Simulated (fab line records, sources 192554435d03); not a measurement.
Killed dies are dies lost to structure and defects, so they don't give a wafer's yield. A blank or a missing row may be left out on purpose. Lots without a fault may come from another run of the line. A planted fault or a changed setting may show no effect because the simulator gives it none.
fab line records | flow n5_finfet
record lots=5 wafers=13 last_day=18
route steps=1938 shown BEOL_M4@1099 BEOL_M5@1112 BEOL_M10@1530 PASSIVATION@1936
lots that met no fault: from a run of the same line without faults
start_h: hours from the record's first day to the start of the lot's first wafer shown | wait_h: hours since the lot's step before | " the same as in the row above | L1.1+2: a row that stands for several wafers | - no value, or no start given | * or withheld: withheld | < > ~ a bound
route shown NAME@n: a module of which the file shows steps, and the number in the route of the first | usual: mean/standard deviation of fault-free wafers | same: alike in all rows | chamber/n: place in a boat | sites: the reading at each site | _std_site: their standard deviation | _edge_site: outer sites' mean less inner sites' | radius_mm: how far each site lies from the wafer's centre | mask NAME#n: copy n | behind: the tool/chamber that last shaped the wafer | hold: why the lot was held/for how many hours/how that ended | device: the transistor (n, p or np) that didn't switch | end of line: the same wafers' tests at the end of the route | a step without rows: its recipe alone | killed: dies lost to structure and defects at the first sort, not the wafer's yield | map: a wafer's dies, x killed, . not, _ none there
set.NAME: the setting as run; set.NAME@STEP: as run at that earlier step | model.NAME: the simulator's own value behind a step, which no gauge read
lots at some steps of the route; a table a step, a row a wafer
services: from which hour (start_h, from the record's first day; less than 0 if before it) a tool's chamber was out of use, for how many hours, and why
## steps
# step N5_BEOL_M4_ANNEAL_95
# recipe temp_c=400 time_s=240 ambient=vacuum
# step N5_BEOL_M4_SPUTTER_96
# recipe material=Cu target_thk_a=45 temp_c=-20 chamber_pressure_pa=0.07 power_w=withheld time_s=8.29
# step N5_BEOL_M4_ECD_50
# recipe material=Cu target_thk_a=3000
# step N5_BEOL_M4_ANNEAL_51
# recipe temp_c=225 time_s=90 ambient=N2
# step N5_BEOL_M4_CMP_52
# recipe stop_on=SiOC t_overpolish_s=6.8 down_force_psi=1 platen_rpm=50 clearing_platen_down_force_psi=1.5 clearing_platen_rpm=50 post_cmp_clean=cu_alkaline target_thk_nm=40 clearing_platen_pad_velocity_m_s=0.99484 pad_velocity_m_s=0.99484
# step N5_BEOL_M4_PRE_CLEAN_60
# recipe gas=NH3/H2 time_s=15 temp_c=* rf_power_w=300
# step N5_BEOL_M4_CO_CAP_55
# recipe material=Co target_thk_a=20 temp_c=200 precursor=CCTBA/H2 pressure_torr=30 time_s=102.1
# step N5_BEOL_M4_PRE_CLEAN_56
# recipe gas=NH3 time_s=15 temp_c=withheld rf_power_w=300
# step N5_BEOL_M4_DEP_57
# recipe material=SiCN target_thk_a=80 temp_c=withheld precursor=3MS/NH3 pressure_torr=3 rf_w=202 time_s=14
# step N5_BEOL_M4_RC_MEAS_101
# usual DIBL_N=37.1/1.8 DIBL_P=37.2/2.1 IOFF_N=0.17/0.033 IOFF_P=0.22/0.037 ION_N=680/11 ION_P=464/7.7 SS_N=71.7/0.63 SS_P=73.6/0.67 VT_N=248.9/2.9 VT_P=-251/3.6
# columns lot.wafer tool chamber start_h wait_h DIBL_N[mV/V] DIBL_P[mV/V] IOFF_N[nA/um] IOFF_P[nA/um] ION_N[uA/um] ION_P[uA/um] SS_N[mV/dec] SS_P[mV/dec] VT_N[mV] VT_P[mV]
L765.2 prober-02 0 211.42 0.2 38.2 37.1 0.18 0.19 684 457 72.2 73.9 249.7 -256
L765.4 " 0 " " 39.2 40.0 0.21 0.24 687 463 71.6 74.4 246.9 -249
L765.5 " 0 " " 36.3 35.4 0.14 0.17 666 456 71.2 73.2 254.0 -253
L773.1 prober-02 0 274.65 0.0 40.2 40.4 0.21 0.23 690 460 71.8 73.6 246.8 -253
L773.4 " 0 " " 38.7 38.6 0.18 0.19 680 451 71.3 73.5 247.9 -253
L773.6 " 0 " " 38.9 38.6 0.17 0.19 682 465 71.5 73.8 249.3 -255
L775.2 prober-01 0 281.59 0.2 37.0 35.7 0.15 0.17 676 453 71.9 72.8 248.9 -257
L775.6 " 0 " " 37.2 36.4 0.17 0.18 684 463 71.0 73.1 248.9 -253
L776.2 prober-01 0 285.86 0.2 34.7 34.4 0.12 0.18 661 459 70.8 72.4 250.6 -252
L776.4 " 0 " " 36.2 35.0 0.14 0.19 683 474 70.9 72.2 253.6 -255
L780.1 prober-01 0 317.86 0.0 37.0 36.4 0.16 0.22 696 481 71.0 73.3 247.9 -249
L780.5 " 0 " " 37.6 36.9 0.18 0.23 689 469 71.7 73.9 244.7 -251
L780.6 " 0 " " 34.2 32.7 0.12 0.17 689 473 70.4 73.0 254.7 -254
# step N5_BEOL_M5_ILD_DEP_00
# recipe material=SiCOH_lowk target_thk_a=1406.4 temp_c=300 precursor=DEMS/porogen pressure_torr=5 rf_w=500 time_s=25.9
# step N5_BEOL_M5_CURE_79
# recipe temp_c=385 time_s=240 ambient=He/Ar material=SiCOH_lowk
# step N5_BEOL_M5_PECVD_70
# recipe material=SiO2 target_thk_a=160 temp_c=400 precursor=TEOS/O2 pressure_torr=5.5 rf_w=450 teos_flow_sccm=53.8 gas=O2 flow_sccm=3000 time_s=18
# step N5_BEOL_M5_HM_DEP_02
# recipe material=TiN target_thk_a=200 temp_c=25 chamber_pressure_pa=0.49996
# step N5_BEOL_M5_COAT_59
# recipe resist=SOC temp_c=250 time_s=60 spin_rpm=1500 resist_thk_nm=60
# step N5_BEOL_M5_COAT_60
# recipe resist=SiARC temp_c=220 time_s=60 spin_rpm=1500 resist_thk_nm=12
# step N5_BEOL_M5_COAT_71
# recipe resist=underlayer temp_c=205 time_s=60 spin_rpm=1500 resist_thk_nm=5
# step N5_BEOL_M5_COAT_05
# recipe resist=CAR-EUV spin_rpm=1500 resist_thk_nm=30
# step N5_BEOL_M5_EBR_07
# recipe solvent=PGMEA ebr_width_mm=1.5
# step N5_BEOL_M5_SOFTBAKE_06
# recipe temp_c=110 time_s=60 resist=CAR-EUV
# step N5_BEOL_M5_EXPOSE_08
# recipe mask_id=M5 na=0.33 source_shape=annular sigma_inner=0.4 sigma_outer=0.8 polarization=unpolarized target_cd_nm=28 dose_mj=35.75
# step N5_BEOL_M5_PEB_09
# recipe peb_temp_c=100 peb_time_s=60 resist=CAR-EUV
# step N5_BEOL_M5_DEVELOP_10
# recipe develop_time_s=30 developer=TMAH resist=CAR-EUV rinse_liquid=surfactant_rinse dry=air_spin dev_temp_c=23
# step N5_BEOL_M5_DESCUM_16
# recipe chemistry=O2 time_s=7 source_power_w=50 bias_power_w=20 pressure_mtorr=20 rf_frequency_hz=2.712e+07 temp_c=40 resist=CAR-EUV o2_flow_sccm=225
# step N5_BEOL_M5_ETCH_72
# recipe chemistry=N2/H2 target=underlayer target_depth_a=65 mask_material=CAR-EUV time_s=5.2 ion_energy_ev=200 pressure_mtorr=30 source_w=840 bias_w=150 n2_flow_sccm=200 h2_flow_sccm=200 ends=cleared
# step N5_BEOL_M5_ETCH_61
# recipe chemistry=CF4 target=SiARC target_depth_a=156 mask_material=CAR-EUV time_s=26 ion_energy_ev=80 pressure_mtorr=40 source_w=545 bias_w=36 Ar_flow_sccm=100 cf4_flow_sccm=100 ends=cleared
# step N5_BEOL_M5_ETCH_62
# recipe chemistry=N2/H2 target=SOC target_depth_a=750 overetch_a=150 mask_material=SiARC temp_c=40 time_s=112.5 ion_energy_ev=200 pressure_mtorr=30 source_w=840 bias_w=150 n2_flow_sccm=200 h2_flow_sccm=200
# step N5_BEOL_M5_STRIP_63
# recipe chemistry=N2/H2 temp_c=40 n2_flow_sccm=200 h2_flow_sccm=200 rf_frequency_hz=6e+07
# step N5_BEOL_M5_STRIP_73
# recipe chemistry=N2/H2 temp_c=40 n2_flow_sccm=200 h2_flow_sccm=200 rf_frequency_hz=6e+07
# step N5_BEOL_M5_STRIP_64
# recipe chemistry=CF4 resist=SiARC power_w=300 bias_power_w=75 pressure_mtorr=50 cf4_flow_sccm=150 rf_frequency_hz=6e+07
# step N5_BEOL_M5_HM_OPEN_17
# recipe chemistry=Cl2/BCl3 target_depth_a=200 overetch_a=60 target=TiN mask_material=SOC ion_energy_ev=150 pressure_mtorr=10 icp_w=1000 bias_w=126 Cl2_flow_sccm=53.25 bcl3_flow_sccm=21.75 Ar_flow_sccm=25
# step N5_BEOL_M5_STRIP_19
# recipe chemistry=O2 power_w=400 temp_c=40 pressure_mtorr=30 rf_frequency_hz=6e+07 bias_power_w=0 overash_fraction=0.2 o2_flow_sccm=225
# step N5_BEOL_M5_COAT_65
# recipe resist=SOC temp_c=250 time_s=60 spin_rpm=1500 resist_thk_nm=60
# step N5_BEOL_M5_COAT_66
# recipe resist=SiARC temp_c=220 time_s=60 spin_rpm=1500 resist_thk_nm=12
# step N5_BEOL_M10_CMP_52
# recipe stop_on=SiCOH_lowk t_overpolish_s=7 down_force_psi=1 platen_rpm=50 clearing_platen_down_force_psi=1.5 clearing_platen_rpm=50 post_cmp_clean=cu_alkaline target_thk_nm=140 clearing_platen_pad_velocity_m_s=0.99484 pad_velocity_m_s=0.99484
# usual barrier_field_endpoint_s=28.7/0.87 motor_current_A=6.2/0.43 overpolish_run_s=6.999/0.0086 retaining_ring_pressure_frac=1.000/0.0048 time_to_endpoint_s=66/3.9
# columns lot.wafer tool chamber start_h wait_h barrier_field_endpoint_s motor_current_A overpolish_run_s retaining_ring_pressure_frac time_to_endpoint_s
L765.2 cmp-03 2 275.40 0.4 27.9 6.1 7.004 0.998 60
L765.4 " 3 " " 27.1 5.7 7.016 0.990 55
L765.5 " 2 " " 27.1 6.3 6.992 0.998 59
L773.1 cmp-03 3 331.13 0.3 29.9 5.4 7.001 0.999 65
L773.4 " 1 " " 46.7 6.2 0.036 0.992 86
L773.6 " 0 " " 30.5 5.8 7.006 1.005 71
L776.2 cmp-03 0 347.61 0.4 46.7 5.7 0.045 1.002 85
L776.4 " 1 " " 46.7 6.4 0.036 1.001 85
L775.2 cmp-03 3 349.21 0.3 46.7 5.5 0.044 0.999 85
L775.6 " 0 " " 28.5 5.6 6.988 0.998 68
L780.1 cmp-04 0 376.74 0.3 30.1 6.8 6.983 0.999 68
L780.5 " 3 " " 29.2 5.8 6.998 1.006 69
L780.6 " 0 " " 29.4 6.8 7.001 1.002 69
# step N5_BEOL_M10_THK_MEAS_53
# recipe thk_meas_gauge=xrf reads=Cu_of_BEOL_M10_ECD_50
# usual M10_THK=140/3.8
# columns lot.wafer tool chamber start_h wait_h M10_THK[nm]
L765.2 film_metro-01 - 275.66 - 141
L765.4 " - " " 137
L765.5 " - " " 136
L773.1 film_metro-01 - 331.43 - 138
L773.4 " - " " 248
L773.6 " - " " 138
L776.2 film_metro-02 - 347.83 - 255
L776.4 " - " " 276
L775.2 film_metro-01 - 349.39 - 250
L775.6 " - " " 136
L780.1 film_metro-01 - 377.00 - 143
L780.5 " - " " 142
L780.6 " - " " 137
# step N5_BEOL_M10_INSPECT_58
# recipe inspect_instrument=darkfield mode=post_dep
# usual raw_defect_count=74/24
# columns lot.wafer tool chamber start_h wait_h raw_defect_count
L765.2 defect_inspect-02 - 275.82 0.0 95
L765.4 " - " " 86
L765.5 " - " " 81
L773.1 defect_inspect-02 - 331.62 0.0 59
L773.4 " - " " 2308
L773.6 " - " " 79
L776.2 defect_inspect-01 - 348.00 0.0 2193
L776.4 " - " " 2274
L775.2 defect_inspect-02 - 349.56 0.0 2297
L775.6 " - " " 85
L780.1 defect_inspect-02 - 377.16 0.0 79
L780.5 " - " " 79
L780.6 " - " " 95
# step N5_PASSIVATION_PROBE_49
# usual defect_limited_yield=91.7/1.5 killed_at_M0_to_M3=32/10 killed_at_M4_up=14/5.3 killed_at_contacts=13/5.7 killed_at_front_end=37/10 killed_at_other=3.3/2.5 killed_dies=98/18 killed_on_rim=13/3.6 killed_open=65/13 killed_short=31/7.5 sort_bin_5_function=4.9/0.91 sort_bin_6_memory=3.1/0.71 sort_bin_8_speed=0.00/0.017 sort_n_pass=1082/18 sort_yield_pct=91.7/1.5
# same gross_dies=1180 killed_at_back_side=0 sort_bin_4_leakage[%]=0
# columns lot.wafer tool chamber start_h wait_h defect_limited_yield[%] killed_at_M0_to_M3 killed_at_M4_up killed_at_contacts killed_at_front_end killed_at_other killed_dies killed_on_rim killed_open killed_short sort_bin_5_function[%] sort_bin_6_memory[%] sort_bin_8_speed[%] sort_n_pass sort_yield_pct[%]
L765.2 prober-02 - 327.95 0.1 92.9 23 10 13 34 4 84 14 61 22 4.0 2.7 0.08 1096 92.9
L765.4 prober-02 - 328.05 0.2 92.5 29 18 17 21 4 89 9 64 24 5.0 2.5 0 1091 92.5
L765.5 prober-02 - 328.10 0.2 94.6 27 9 6 19 3 64 12 41 21 3.1 2.3 0 1116 94.6
L773.1 prober-01 - 382.30 0.0 91.0 43 15 7 35 6 106 13 72 33 5.5 3.1 0 1074 91.0
L773.4 prober-01 - 382.45 0.2 0 38 1087 12 37 6 1180 152 68 30 4.9 3.1 0 0 0
L773.6 prober-01 - 382.55 0.3 89.4 47 9 9 58 2 125 14 79 38 6.4 3.2 0 1055 89.4
L776.2 prober-02 - 394.32 0.1 0 45 1084 13 38 0 1180 152 64 47 5.3 4.0 0 0 0
L776.4 prober-02 - 394.42 0.2 0 53 1072 13 39 3 1180 152 71 56 6.5 4.1 0 0 0
L775.2 prober-01 - 397.55 0.1 0 37 1093 16 33 1 1180 152 68 30 4.7 3.6 0 0 0
L775.6 prober-01 - 397.75 0.3 92.2 28 15 12 37 0 92 13 58 32 4.6 3.1 0 1088 92.2
L780.1 prober-02 - 428.47 0.0 91.4 26 21 8 42 4 101 14 69 32 5.4 2.7 0 1079 91.4
L780.5 prober-02 - 428.67 0.2 90.1 26 12 8 66 5 117 17 79 33 6.4 2.7 0 1063 90.1
L780.6 prober-02 - 428.72 0.3 90.7 39 12 12 35 12 110 16 79 31 5.8 3.1 0 1070 90.7
# killed by level:class
L765.2 MOL_CONTACT_COAG:geometric_particle:open=11 FIN_SAQP:geometric_particle:open=9 BEOL_M0_SAQP:geometric_particle:open=7 GATE_CUT:geometric_particle:open=6 DUMMY_GATE:geometric_particle:open=5 BEOL_M0_SAQP:geometric_particle:short=4 BEOL_M4:geometric_particle:open=4 STARTING-WAFER:geometric_particle:open=4
L765.4 MOL_CONTACT_COAG:geometric_particle:open=12 BEOL_M4:geometric_particle:open=11 BEOL_M2:geometric_particle:open=10 BEOL_M3:geometric_particle:open=7 MOL_CONTACT_COAG:geometric_particle:short=5 GATE_CUT:geometric_particle:short=4 BEOL_M0_SAQP:geometric_particle:short=4 BEOL_M0_SAQP:geometric_particle:open=4
L765.5 BEOL_M0_SAQP:geometric_particle:open=6 BEOL_M2:geometric_particle:open=6 MOL_CONTACT_COAG:geometric_particle:open=4 BEOL_M0_SAQP:geometric_particle:short=4 DUMMY_GATE:geometric_particle:open=3 BEOL_M1:geometric_particle:short=3 BEOL_M3:geometric_particle:open=3 FIN_SAQP:geometric_particle:open=2
L773.1 FIN_SAQP:geometric_particle:open=10 BEOL_M1:geometric_particle:open=10 BEOL_M3:geometric_particle:open=10 BEOL_M0_SAQP:geometric_particle:open=7 BEOL_M4:geometric_particle:open=6 DUMMY_GATE:geometric_particle:open=5 BEOL_M1:geometric_particle:short=5 MOL_CONTACT_COAG:geometric_particle:open=4
L773.4 BEOL_M10:area_cmp=1081 STI_FIN_REVEAL:geometric_particle:open=14 MOL_CONTACT_COAG:geometric_particle:open=8 BEOL_M3:geometric_particle:open=7 BEOL_M0_SAQP:geometric_particle:open=6 FIN_SAQP:geometric_particle:open=5 BEOL_M0_SAQP:geometric_particle:short=5 BEOL_M1:geometric_particle:open=5
L773.6 STI_FIN_REVEAL:geometric_particle:open=14 DUMMY_GATE:geometric_particle:open=11 BEOL_M0_SAQP:geometric_particle:short=10 FIN_SAQP:geometric_particle:open=7 BEOL_M2:geometric_particle:open=7 BEOL_M0_SAQP:geometric_particle:open=7 FIN_SAQP:geometric_particle:short=6 MOL_CONTACT_COAG:geometric_particle:open=6
L776.2 BEOL_M10:area_cmp=1066 BEOL_M0_SAQP:geometric_particle:short=22 BEOL_M0_SAQP:geometric_particle:open=12 MOL_CONTACT_COAG:geometric_particle:open=9 DUMMY_GATE:geometric_particle:open=8 BEOL_M5:geometric_particle:open=7 STI_FIN_REVEAL:geometric_particle:open=6 BEOL_M1:geometric_particle:open=6
L776.4 BEOL_M10:area_cmp=1052 BEOL_M0_SAQP:geometric_particle:short=18 BEOL_M0_SAQP:geometric_particle:open=14 BEOL_M5:geometric_particle:open=8 MOL_CONTACT_COAG:geometric_particle:open=7 BEOL_M4:geometric_particle:open=7 DUMMY_GATE:geometric_particle:open=6 GATE_CUT:geometric_particle:short=6
L775.2 BEOL_M10:area_cmp=1079 MOL_CONTACT_COAG:geometric_particle:open=11 STI_FIN_REVEAL:geometric_particle:open=10 BEOL_M0_SAQP:geometric_particle:short=10 FIN_SAQP:geometric_particle:open=9 BEOL_M0_SAQP:geometric_particle:open=7 BEOL_M2:geometric_particle:open=6 BEOL_M3:geometric_particle:open=6
L775.6 FIN_SAQP:geometric_particle:open=10 BEOL_M2:geometric_particle:open=10 MOL_CONTACT_COAG:geometric_particle:open=8 BEOL_M3:geometric_particle:open=6 FIN_SAQP:geometric_particle:short=5 STARTING-WAFER:geometric_particle:short=5 MOL_CONTACT_COAG:geometric_particle:short=4 BEOL_M0_SAQP:geometric_particle:open=4
L780.1 STI_FIN_REVEAL:geometric_particle:open=9 FIN_SAQP:geometric_particle:open=7 BEOL_M3:geometric_particle:open=6 BEOL_M1:geometric_particle:open=6 FIN_CUT:geometric_particle:short=5 DUMMY_GATE:geometric_particle:open=5 MOL_CONTACT_COAG:geometric_particle:open=5 FIN_SAQP:geometric_particle:short=4
L780.5 STI_FIN_REVEAL:geometric_particle:open=25 DUMMY_GATE:geometric_particle:open=12 STI_FIN_REVEAL:geometric_particle:short=8 MOL_CONTACT_COAG:geometric_particle:open=7 BEOL_M2:geometric_particle:open=7 BEOL_M1:geometric_particle:open=5 BEOL_M3:geometric_particle:short=4 BEOL_M5:geometric_particle:open=4
L780.6 STI_FIN_REVEAL:geometric_particle:open=19 BEOL_M2:geometric_particle:open=18 MOL_CONTACT_COAG:geometric_particle:open=9 BEOL_M2:geometric_particle:short=7 PASS1_CAP:geometric_particle:open=6 BEOL_M4:geometric_particle:open=5 GATE_CUT:geometric_particle:short=4 BEOL_M0_SAQP:geometric_particle:open=4
# map L773.4 (x killed, . not)
_________________xxxxxxxxxxxx________________
______________xxxxxxxxxxxxxxxxxx_____________
___________xxxxxxxxxxxxxxxxxxxxxxxx__________
__________xxxxxxxxxxxxxxxxxxxxxxxxxx_________
________xxxxxxxxxxxxxxxxxxxxxxxxxxxxxx_______
_______xxxxxxxxxxxxxxxxxxxxxxxxxxxxxxxx______
______xxxxxxxxxxxxxxxxxxxxxxxxxxxxxxxxxx_____
_____xxxxxxxxxxxxxxxxxxxxxxxxxxxxxxxxxxxx____
____xxxxxxxxxxxxxxxxxxxxxxxxxxxxxxxxxxxxxx___
___xxxxxxxxxxxxxxxxxxxxxxxxxxxxxxxxxxxxxxxx__
___xxxxxxxxxxxxxxxxxxxxxxxxxxxxxxxxxxxxxxxx__
__xxxxxxxxxxxxxxxxxxxxxxxxxxxxxxxxxxxxxxxxxx_
__xxxxxxxxxxxxxxxxxxxxxxxxxxxxxxxxxxxxxxxxxx_
_xxxxxxxxxxxxxxxxxxxxxxxxxxxxxxxxxxxxxxxxxxxx
_xxxxxxxxxxxxxxxxxxxxxxxxxxxxxxxxxxxxxxxxxxxx
_xxxxxxxxxxxxxxxxxxxxxxxxxxxxxxxxxxxxxxxxxxxx
_xxxxxxxxxxxxxxxxxxxxxxxxxxxxxxxxxxxxxxxxxxxx
_xxxxxxxxxxxxxxxxxxxxxxxxxxxxxxxxxxxxxxxxxxxx
_xxxxxxxxxxxxxxxxxxxxxxxxxxxxxxxxxxxxxxxxxxxx
_xxxxxxxxxxxxxxxxxxxxxxxxxxxxxxxxxxxxxxxxxxxx
_xxxxxxxxxxxxxxxxxxxxxxxxxxxxxxxxxxxxxxxxxxxx
__xxxxxxxxxxxxxxxxxxxxxxxxxxxxxxxxxxxxxxxxxx_
__xxxxxxxxxxxxxxxxxxxxxxxxxxxxxxxxxxxxxxxxxx_
___xxxxxxxxxxxxxxxxxxxxxxxxxxxxxxxxxxxxxxxx__
___xxxxxxxxxxxxxxxxxxxxxxxxxxxxxxxxxxxxxxxx__
____xxxxxxxxxxxxxxxxxxxxxxxxxxxxxxxxxxxxxx___
_____xxxxxxxxxxxxxxxxxxxxxxxxxxxxxxxxxxxx____
______xxxxxxxxxxxxxxxxxxxxxxxxxxxxxxxxxx_____
_______xxxxxxxxxxxxxxxxxxxxxxxxxxxxxxxx______
________xxxxxxxxxxxxxxxxxxxxxxxxxxxxxx_______
__________xxxxxxxxxxxxxxxxxxxxxxxxxx_________
___________xxxxxxxxxxxxxxxxxxxxxxxx__________
______________xxxxxxxxxxxxxxxxxx_____________
_________________xxxxxxxxxxxx________________
# map L775.2 (x killed, . not)
_________________xxxxxxxxxxxx________________
______________xxxxxxxxxxxxxxxxxx_____________
___________xxxxxxxxxxxxxxxxxxxxxxxx__________
__________xxxxxxxxxxxxxxxxxxxxxxxxxx_________
________xxxxxxxxxxxxxxxxxxxxxxxxxxxxxx_______
_______xxxxxxxxxxxxxxxxxxxxxxxxxxxxxxxx______
______xxxxxxxxxxxxxxxxxxxxxxxxxxxxxxxxxx_____
_____xxxxxxxxxxxxxxxxxxxxxxxxxxxxxxxxxxxx____
____xxxxxxxxxxxxxxxxxxxxxxxxxxxxxxxxxxxxxx___
___xxxxxxxxxxxxxxxxxxxxxxxxxxxxxxxxxxxxxxxx__
___xxxxxxxxxxxxxxxxxxxxxxxxxxxxxxxxxxxxxxxx__
__xxxxxxxxxxxxxxxxxxxxxxxxxxxxxxxxxxxxxxxxxx_
__xxxxxxxxxxxxxxxxxxxxxxxxxxxxxxxxxxxxxxxxxx_
_xxxxxxxxxxxxxxxxxxxxxxxxxxxxxxxxxxxxxxxxxxxx
_xxxxxxxxxxxxxxxxxxxxxxxxxxxxxxxxxxxxxxxxxxxx
_xxxxxxxxxxxxxxxxxxxxxxxxxxxxxxxxxxxxxxxxxxxx
_xxxxxxxxxxxxxxxxxxxxxxxxxxxxxxxxxxxxxxxxxxxx
_xxxxxxxxxxxxxxxxxxxxxxxxxxxxxxxxxxxxxxxxxxxx
_xxxxxxxxxxxxxxxxxxxxxxxxxxxxxxxxxxxxxxxxxxxx
_xxxxxxxxxxxxxxxxxxxxxxxxxxxxxxxxxxxxxxxxxxxx
_xxxxxxxxxxxxxxxxxxxxxxxxxxxxxxxxxxxxxxxxxxxx
__xxxxxxxxxxxxxxxxxxxxxxxxxxxxxxxxxxxxxxxxxx_
__xxxxxxxxxxxxxxxxxxxxxxxxxxxxxxxxxxxxxxxxxx_
___xxxxxxxxxxxxxxxxxxxxxxxxxxxxxxxxxxxxxxxx__
___xxxxxxxxxxxxxxxxxxxxxxxxxxxxxxxxxxxxxxxx__
____xxxxxxxxxxxxxxxxxxxxxxxxxxxxxxxxxxxxxx___
_____xxxxxxxxxxxxxxxxxxxxxxxxxxxxxxxxxxxx____
______xxxxxxxxxxxxxxxxxxxxxxxxxxxxxxxxxx_____
_______xxxxxxxxxxxxxxxxxxxxxxxxxxxxxxxx______
________xxxxxxxxxxxxxxxxxxxxxxxxxxxxxx_______
__________xxxxxxxxxxxxxxxxxxxxxxxxxx_________
___________xxxxxxxxxxxxxxxxxxxxxxxx__________
______________xxxxxxxxxxxxxxxxxx_____________
_________________xxxxxxxxxxxx________________
## services
# columns tool chamber start_h hours kind
cmp-04 - 276.61 1.3 repair
cmp-03 - 305.07 4.0 pm
cmp-03 - 309.07 - consumable_replace:conditioner
cmp-03 - 309.07 - consumable_replace:pad
cmp-03 - 329.00 0.5 repair
cmp-04 - 343.77 13.2 pm
cmp-04 - 359.60 0.8 repair
cmp-03 - 370.78 6.8 pm
## key
first_sign step=N5_BEOL_M10_CMP_52 reading=overpolish_run_s direction=down sigmas=99+ usual=6.999 struck=0.040
effect step=N5_BEOL_M10_CMP_52 reading=barrier_field_endpoint_s direction=up sigmas=21 usual=28.7 struck=46.7
effect step=N5_BEOL_M10_THK_MEAS_53 reading=M10_THK direction=up sigmas=31 usual=140 struck=257
effect step=N5_BEOL_M10_INSPECT_58 reading=raw_defect_count direction=up sigmas=92 usual=74 struck=2268
effect step=N5_PASSIVATION_PROBE_49 reading=killed_at_M4_up direction=up sigmas=99+ usual=14 struck=1084
more_kills_born_at N5_BEOL_M10_CMP_52@cmp-03=4278
met_at N5_BEOL_M10_CMP_52
struck_wafers L773.4,L775.2,L776.2,L776.4
later_rows_left_out L773.4,L775.2,L776.2,L776.4
onset_between 275.40 331.13
fault kind=process_parameter_drift tool=cmp-03 chamber=- onset_h=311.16 steps=N5_BEOL_M10_CMP_52 channel=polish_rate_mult offset=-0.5 shape=step end_h=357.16 scope=struck_wafers_only
# later_rows_left_out: the simulator's readings of these wafers behind a module that went badly wrong aren't trusted and aren't shown, but for the sort
